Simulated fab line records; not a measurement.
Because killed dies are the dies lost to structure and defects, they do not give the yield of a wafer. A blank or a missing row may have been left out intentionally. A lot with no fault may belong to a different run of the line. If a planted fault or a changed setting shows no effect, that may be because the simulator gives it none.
Which of the tools did it? | flow n5_finfet | 24 lots with 72 wafers sampled at 6 steps, on a route of 1938 steps

## WHAT THE GAUGES READ, wafer by wafer
N5_BEOL_M7_INSPECT_13: inspects for defects (brightfield).
lot  | measured     | on                | raw_defect_count
L074 | day 8 19:45  | defect_inspect-01 | 271 235 306
L075 | day 9 04:34  | defect_inspect-01 | 255 291 293
L076 | day 9 21:56  | defect_inspect-02 | 659 570 578
L077 | day 10 06:35 | defect_inspect-01 | 282 448 411
L080 | day 10 09:02 | defect_inspect-01 | 251 260 305
L079 | day 10 09:47 | defect_inspect-01 | 490 553 445
L078 | day 10 12:58 | defect_inspect-01 | 450 424 356
L081 | day 10 21:26 | defect_inspect-02 | 429 370 392
L083 | day 11 04:10 | defect_inspect-01 | 326 363 324
L082 | day 11 06:36 | defect_inspect-01 | 446 374 439
L084 | day 11 14:16 | defect_inspect-01 | 283 279 347
L085 | day 11 14:35 | defect_inspect-02 | 419 510 471
L086 | day 12 07:43 | defect_inspect-02 | 330 474 353
L087 | day 12 11:16 | defect_inspect-02 | 400 313 320
L088 | day 12 15:07 | defect_inspect-02 | 437 349 355
L089 | day 12 15:19 | defect_inspect-02 | 460 406 376
L091 | day 12 19:44 | defect_inspect-02 | 494 454 432
L090 | day 13 00:29 | defect_inspect-01 | 424 292 401
L092 | day 13 10:51 | defect_inspect-01 | 319 282 284
L093 | day 13 21:29 | defect_inspect-01 | 527 278 261
L095 | day 14 03:16 | defect_inspect-02 | 563 454 627
L094 | day 14 20:31 | defect_inspect-02 | 291 249 424
L096 | day 15 00:26 | defect_inspect-01 | 425 396 438
L097 | day 15 04:08 | defect_inspect-01 | 338 419 288

N5_BEOL_M7_OVL_MEAS_29.
lot  | measured     | on         | V6_OVL (nm)
L074 | day 8 23:18  | overlay-02 | -1.1 -1.2 -1.0
L075 | day 9 06:46  | overlay-02 | 0.7 -0.2 0.1
L076 | day 10 00:32 | overlay-02 | -0.4 -0.1 -0.7
L077 | day 10 07:34 | overlay-01 | 0.3 -0.3 0.7
L080 | day 10 09:52 | overlay-01 | -0.5 -1.7 -1.0
L079 | day 10 11:23 | overlay-01 | -1.2 -0.4 -0.1
L078 | day 10 16:10 | overlay-01 | -0.4 0.4 -0.3
L081 | day 11 00:26 | overlay-02 | -0.7 -0.7 -0.4
L083 | day 11 05:11 | overlay-01 | -0.5 0.0 0.1
L082 | day 11 07:38 | overlay-01 | 0.0 0.1 -0.6
L084 | day 11 15:31 | overlay-01 | -0.2 1.0 -0.3
L085 | day 11 15:54 | overlay-02 | -0.5 -1.5 -0.5
L086 | day 12 10:44 | overlay-01 | -1.1 -0.3 -1.2
L087 | day 12 13:53 | overlay-01 | -0.6 0.0 0.4
L088 | day 12 16:14 | overlay-02 | 0.5 -0.4 -0.3
L089 | day 12 18:52 | overlay-02 | -1.2 -1.7 -1.4
L091 | day 12 21:12 | overlay-02 | -0.5 -1.4 -0.5
L090 | day 13 02:40 | overlay-02 | -1.5 -0.6 -0.2
L092 | day 13 11:41 | overlay-02 | 1.0 0.5 0.1
L093 | day 14 01:38 | overlay-02 | -0.1 0.4 -0.8
L095 | day 14 08:09 | overlay-02 | -0.2 -0.6 -0.7
L094 | day 14 22:49 | overlay-02 | -1.5 -0.4 -0.7
L096 | day 15 04:26 | overlay-01 | 0.8 -0.3 -0.5
L097 | day 15 05:05 | overlay-02 | -0.4 -0.6 -0.9

## WHICH TOOL RAN EACH LOT (tool, then ch and the chambers of the sampled wafers, then the start)
lot  | N5_BEOL_M6_TRENCH_ETCH_37                     | N5_BEOL_M7_HM_DEP_02         | N5_BEOL_M7_HM_OPEN_17             | N5_BEOL_M7_STRIP_19
L074 | rie_diel-05 ch 0,1,3, day 8 19:12 or earlier  | pvd_sputter-02, day 8 19:12  | rie_metal-01 ch 0,1, day 8 20:08  | rie_diel-02 ch 1,2, day 8 20:17
L075 | rie_diel-06 ch 2,3, day 9 04:01 or earlier    | pvd_sputter-03, day 9 04:01  | rie_metal-02 ch 0,1, day 9 05:06  | rie_diel-02 ch 1,2,3, day 9 05:14
L076 | rie_diel-05 ch 0,3, day 9 21:23 or earlier    | pvd_sputter-02, day 9 21:23  | rie_metal-02 ch 0,1, day 9 22:14  | rie_diel-03 ch 1,2,3, day 9 22:21
L077 | rie_diel-01 ch 0,1,2, day 10 06:02 or earlier | pvd_sputter-01, day 10 06:02 | rie_metal-02 ch 0,1, day 10 06:53 | rie_diel-03 ch 0,1,2, day 10 07:00
L080 | rie_diel-01 ch 0,1,2, day 10 08:37 or earlier | pvd_sputter-03, day 10 08:37 | rie_metal-02 ch 0,1, day 10 09:21 | rie_diel-04 ch 0,1,3, day 10 09:28
L079 | rie_diel-05 ch 0,3, day 10 09:14 or earlier   | pvd_sputter-02, day 10 09:14 | rie_metal-02 ch 0,1, day 10 10:06 | rie_diel-02 ch 1,2,3, day 10 10:20
L078 | rie_diel-01 ch 0,3, day 10 12:31 or earlier   | pvd_sputter-01, day 10 12:31 | rie_metal-02 ch 0,1, day 10 13:16 | rie_diel-03 ch 1,2,3, day 10 13:23
L081 | rie_diel-01 ch 1,2, day 10 20:43 or earlier   | pvd_sputter-03, day 10 20:43 | rie_metal-03 ch 1, day 10 22:16   | rie_diel-03 ch 2,3, day 10 22:31
L083 | rie_diel-01 ch 1,3, day 11 03:35 or earlier   | pvd_sputter-03, day 11 03:35 | rie_metal-01 ch 0,1, day 11 04:30 | rie_diel-02 ch 0,3, day 11 04:35
L082 | rie_diel-06 ch 1,3, day 11 06:03 or earlier   | pvd_sputter-02, day 11 06:03 | rie_metal-03 ch 0,1, day 11 06:55 | rie_diel-03 ch 0,2,3, day 11 07:03
L084 | rie_diel-05 ch 0,2, day 11 13:43 or earlier   | pvd_sputter-03, day 11 13:43 | rie_metal-03 ch 0,1, day 11 14:52 | rie_diel-02 ch 0,1,3, day 11 15:07
L085 | rie_diel-06 ch 0,2,3, day 11 14:01 or earlier | pvd_sputter-03, day 11 14:01 | rie_metal-02 ch 0,1, day 11 15:11 | rie_diel-04 ch 0,2,3, day 11 15:19
L086 | rie_diel-06 ch 0,1, day 12 07:10 or earlier   | pvd_sputter-01, day 12 07:10 | rie_metal-03 ch 0,1, day 12 08:02 | rie_diel-04 ch 0,1,3, day 12 08:08
L087 | rie_diel-05 ch 1,3, day 12 10:43 or earlier   | pvd_sputter-03, day 12 10:43 | rie_metal-03 ch 1, day 12 12:37   | rie_diel-03 ch 0,2,3, day 12 12:53
L088 | rie_diel-01 ch 0,1, day 12 14:33 or earlier   | pvd_sputter-02, day 12 14:33 | rie_metal-03 ch 0,1, day 12 15:25 | rie_diel-02 ch 2,3, day 12 15:41
L089 | rie_diel-06 ch 1,2, day 12 14:45 or earlier   | pvd_sputter-02, day 12 14:45 | rie_metal-01 ch 0,1, day 12 15:40 | rie_diel-03 ch 1,2,3, day 12 16:01
L091 | rie_diel-06 ch 1,2,3, day 12 19:18 or earlier | pvd_sputter-02, day 12 19:18 | rie_metal-02 ch 0,1, day 12 20:31 | rie_diel-02 ch 0,1,3, day 12 20:35
L090 | rie_diel-01 ch 0,3, day 12 23:55 or earlier   | pvd_sputter-02, day 12 23:55 | rie_metal-02 ch 0,1, day 13 01:01 | rie_diel-02 ch 0,2, day 13 01:07
L092 | rie_diel-05 ch 0,2,3, day 13 10:17 or earlier | pvd_sputter-03, day 13 10:17 | rie_metal-02 ch 0,1, day 13 11:10 | rie_diel-02 ch 0,1,3, day 13 11:16
L093 | rie_diel-06 ch 0,3, day 13 20:55 or earlier   | pvd_sputter-02, day 13 20:55 | rie_metal-03 ch 0,1, day 13 22:19 | rie_diel-02 ch 1,3, day 13 22:30
L095 | rie_diel-01 ch 0,1,3, day 14 02:43 or earlier | pvd_sputter-02, day 14 02:43 | rie_metal-01 ch 1, day 14 04:17   | rie_diel-02 ch 0,1,2, day 14 04:37
L094 | rie_diel-05 ch 0,3, day 14 19:58 or earlier   | pvd_sputter-02, day 14 19:58 | rie_metal-03 ch 0, day 14 20:50   | rie_diel-03 ch 0,1,3, day 14 21:00
L096 | rie_diel-05 ch 1,3, day 14 23:53 or earlier   | pvd_sputter-01, day 14 23:53 | rie_metal-01 ch 0,1, day 15 00:46 | rie_diel-03 ch 0,1,3, day 15 00:53
L097 | rie_diel-01 ch 0,2,3, day 15 03:35 or earlier | pvd_sputter-02, day 15 03:35 | rie_metal-02 ch 0,1, day 15 04:29 | rie_diel-03 ch 1,3, day 15 04:41
- N5_BEOL_M6_TRENCH_ETCH_37: etches SiCOH lowk in C4F6/O2, target depth 94.435 nm, time 31.5 s.
- N5_BEOL_M7_HM_DEP_02: deposits TiN, target thk 20 nm.
- N5_BEOL_M7_HM_OPEN_17: chemistry Cl2/BCl3, target TiN, target depth 20 nm, overetch 6 nm.
- N5_BEOL_M7_STRIP_19: strips in O2.

## WHAT THE TOOLS THEMSELVES READ (means of the sampled wafers that have a number; where no wafer has one, the mark that the record gives instead)
N5_BEOL_M6_TRENCH_ETCH_37.
lot  | tool        | drypump_motor_current_A (A) | oes_product_au (a.u.) | rf_vpp_V (V) | showerhead_plenum_p_Torr (Torr) | throttle_valve_pct (%)
L074 | rie_diel-05 | 5.7                         | 0.82                  | 655          | 2.84                            | 21.09
L075 | rie_diel-06 | 5.6                         | 0.73                  | 671          | 2.78                            | 20.92
L076 | rie_diel-05 | 5.2                         | 0.74                  | 654          | 2.69                            | 21.14
L077 | rie_diel-01 | 6.0                         | 0.72                  | 658          | 2.86                            | 20.90
L080 | rie_diel-01 | 6.0                         | 0.71                  | 657          | 2.86                            | 20.90
L079 | rie_diel-05 | 5.2                         | 0.72                  | 652          | 2.76                            | 21.11
L078 | rie_diel-01 | 5.4                         | 0.76                  | 663          | 2.85                            | 20.81
L081 | rie_diel-01 | 6.2                         | 0.68                  | 653          | 2.84                            | 21.03
L083 | rie_diel-01 | 5.6                         | 0.70                  | 662          | 2.81                            | 21.03
L082 | rie_diel-06 | 5.8                         | 0.89                  | 670          | 2.87                            | 20.96
L084 | rie_diel-05 | 5.4                         | 0.87                  | 677          | 2.90                            | 20.83
L085 | rie_diel-06 | 5.8                         | 0.72                  | 669          | 2.86                            | 20.95
L086 | rie_diel-06 | 5.8                         | 0.86                  | 665          | 2.85                            | 20.94
L087 | rie_diel-05 | 6.1                         | 0.83                  | 656          | 2.96                            | 21.10
L088 | rie_diel-01 | 5.7                         | 0.73                  | 655          | 2.84                            | 20.89
L089 | rie_diel-06 | 5.7                         | 0.76                  | 667          | 2.72                            | 20.93
L091 | rie_diel-06 | 5.7                         | 0.78                  | 671          | 2.82                            | 20.97
L090 | rie_diel-01 | 5.4                         | 0.83                  | 664          | 2.84                            | 20.73
L092 | rie_diel-05 | 5.3                         | 0.77                  | 666          | 2.82                            | 21.00
L093 | rie_diel-06 | 5.9                         | 0.73                  | 665          | 2.94                            | 20.99
L095 | rie_diel-01 | 5.6                         | 0.79                  | 659          | 2.82                            | 20.86
L094 | rie_diel-05 | 5.2                         | 0.89                  | 652          | 2.75                            | 20.89
L096 | rie_diel-05 | 6.1                         | 0.90                  | 656          | 2.95                            | 21.00
L097 | rie_diel-01 | 5.7                         | 0.84                  | 665          | 2.85                            | 20.66

N5_BEOL_M7_HM_DEP_02.
lot  | tool           | throttle_valve_pct (%)
L074 | pvd_sputter-02 | 31.4
L075 | pvd_sputter-03 | 29.4
L076 | pvd_sputter-02 | 30.7
L077 | pvd_sputter-01 | 29.7
L080 | pvd_sputter-03 | 29.1
L079 | pvd_sputter-02 | 30.1
L078 | pvd_sputter-01 | 29.8
L081 | pvd_sputter-03 | 30.7
L083 | pvd_sputter-03 | 30.3
L082 | pvd_sputter-02 | 30.9
L084 | pvd_sputter-03 | 31.2
L085 | pvd_sputter-03 | 30.4
L086 | pvd_sputter-01 | 29.7
L087 | pvd_sputter-03 | 31.4
L088 | pvd_sputter-02 | 30.1
L089 | pvd_sputter-02 | 29.6
L091 | pvd_sputter-02 | 30.7
L090 | pvd_sputter-02 | 32.0
L092 | pvd_sputter-03 | 29.1
L093 | pvd_sputter-02 | 29.5
L095 | pvd_sputter-02 | 31.4
L094 | pvd_sputter-02 | 30.9
L096 | pvd_sputter-01 | 29.5
L097 | pvd_sputter-02 | 30.7

N5_BEOL_M7_HM_OPEN_17.
lot  | tool         | drypump_motor_current_A (A) | he_backside_leak_sccm (sccm) | oes_product_au (a.u.) | throttle_valve_pct (%)
L074 | rie_metal-01 | 5.4                         | 3.45                         | 0.66                  | 22.0
L075 | rie_metal-02 | 5.4                         | 3.58                         | 0.75                  | 21.9
L076 | rie_metal-02 | 5.4                         | 3.56                         | 0.75                  | 21.8
L077 | rie_metal-02 | 5.4                         | 3.56                         | 0.74                  | 21.9
L080 | rie_metal-02 | 5.2                         | 3.59                         | 0.78                  | 22.1
L079 | rie_metal-02 | 5.2                         | 3.48                         | 0.77                  | 22.1
L078 | rie_metal-02 | 5.4                         | 3.58                         | 0.73                  | 21.9
L081 | rie_metal-03 | 4.9                         | 3.21                         | 0.79                  | 22.5
L083 | rie_metal-01 | 5.6                         | 3.42                         | 0.61                  | 22.1
L082 | rie_metal-03 | 5.2                         | 3.15                         | 0.66                  | 22.5
L084 | rie_metal-03 | 5.2                         | 3.14                         | 0.67                  | 22.4
L085 | rie_metal-02 | 5.4                         | 3.49                         | 0.74                  | 21.9
L086 | rie_metal-03 | 5.1                         | 3.18                         | 0.71                  | 22.5
L087 | rie_metal-03 | 4.9                         | 3.09                         | 0.78                  | 22.5
L088 | rie_metal-03 | 5.2                         | 3.07                         | 0.65                  | 22.5
L089 | rie_metal-01 | 5.6                         | 3.55                         | 0.60                  | 22.1
L091 | rie_metal-02 | 5.2                         | 3.54                         | 0.76                  | 22.1
L090 | rie_metal-02 | 5.2                         | 3.61                         | 0.74                  | 22.1
L092 | rie_metal-02 | 5.4                         | 3.51                         | 0.72                  | 21.9
L093 | rie_metal-03 | 5.1                         | 3.06                         | 0.71                  | 22.5
L095 | rie_metal-01 | 5.2                         | 3.22                         | 0.67                  | 21.9
L094 | rie_metal-03 | 5.4                         | 3.20                         | 0.60                  | 22.5
L096 | rie_metal-01 | 5.4                         | 3.44                         | 0.73                  | 22.0
L097 | rie_metal-02 | 5.2                         | 3.56                         | 0.73                  | 22.1

N5_BEOL_M7_STRIP_19.
lot  | tool        | drypump_motor_current_A (A) | oes_product_au (a.u.) | rf_vpp_V (V) | showerhead_plenum_p_Torr (Torr) | throttle_valve_pct (%)
L074 | rie_diel-02 | 5.8                         | 0.87                  | 4.1          | 2.11                            | 16.1
L075 | rie_diel-02 | 6.2                         | 0.88                  | 3.6          | 2.15                            | 16.2
L076 | rie_diel-03 | 5.5                         | 0.80                  | 3.1          | 2.12                            | 16.7
L077 | rie_diel-03 | 5.6                         | 0.76                  | 4.5          | 2.07                            | 16.8
L080 | rie_diel-04 | 5.9                         | 0.81                  | 3.1          | 2.13                            | 16.5
L079 | rie_diel-02 | 6.2                         | 0.87                  | 3.5          | 2.15                            | 16.2
L078 | rie_diel-03 | 5.5                         | 0.80                  | 3.8          | 2.12                            | 16.7
L081 | rie_diel-03 | 5.4                         | 0.82                  | 3.1          | 2.19                            | 16.6
L083 | rie_diel-02 | 6.1                         | 0.82                  | 4.0          | 2.17                            | 16.7
L082 | rie_diel-03 | 5.5                         | 0.78                  | 3.3          | 2.14                            | 16.7
L084 | rie_diel-02 | 5.7                         | 0.80                  | 3.7          | 2.12                            | 16.6
L085 | rie_diel-04 | 5.7                         | 0.78                  | 3.4          | 2.14                            | 16.7
L086 | rie_diel-04 | 5.9                         | 0.78                  | 3.7          | 2.13                            | 16.5
L087 | rie_diel-03 | 5.5                         | 0.79                  | 4.1          | 2.14                            | 16.7
L088 | rie_diel-02 | 6.6                         | 0.86                  | 3.5          | 2.14                            | 16.3
L089 | rie_diel-03 | 5.6                         | 0.78                  | 3.5          | 2.11                            | 16.7
L091 | rie_diel-02 | 5.7                         | 0.79                  | 3.8          | 2.12                            | 16.7
L090 | rie_diel-02 | 6.1                         | 0.80                  | 3.6          | 2.09                            | 16.4
L092 | rie_diel-02 | 5.7                         | 0.77                  | 3.5          | 2.12                            | 16.7
L093 | rie_diel-02 | 6.2                         | 0.83                  | 4.0          | 2.17                            | 16.5
L095 | rie_diel-02 | 5.7                         | 0.77                  | 4.1          | 2.09                            | 16.5
L094 | rie_diel-03 | 5.8                         | 0.75                  | 3.4          | 2.09                            | 16.7
L096 | rie_diel-03 | 5.8                         | 0.75                  | 3.6          | 2.09                            | 16.7
L097 | rie_diel-03 | 5.9                         | 0.74                  | 3.6          | 2.06                            | 16.8

## THE ANSWER, worked out from the rows above alone
Rule: usual is defined by the lots themselves. The widest of any qualifying gaps counts: lots, ordered by their means at a reading, are off when they make up no more than a third of the lots, leave a main group of 4 or more, and stand apart from it by 3 or more times the standard deviation of that group's means. Not used: any main group whose means are identical at the precision the tables above print for the reading. A lot without any number at a reading at which 4 lots or more have one is off too. Any other lot the step has rows for is counted as sound. First the gauges in route order, then the tools' own readings, where a lot's mean is used as printed above. The first step at which some lot is off is used, and at that step the reading that is off furthest; a lot without a number counts as furthest.
Across all readings shown, no lot is off: no conclusion can be drawn from this.

## WHAT HAD BEEN PUT IN BY THE SIMULATOR
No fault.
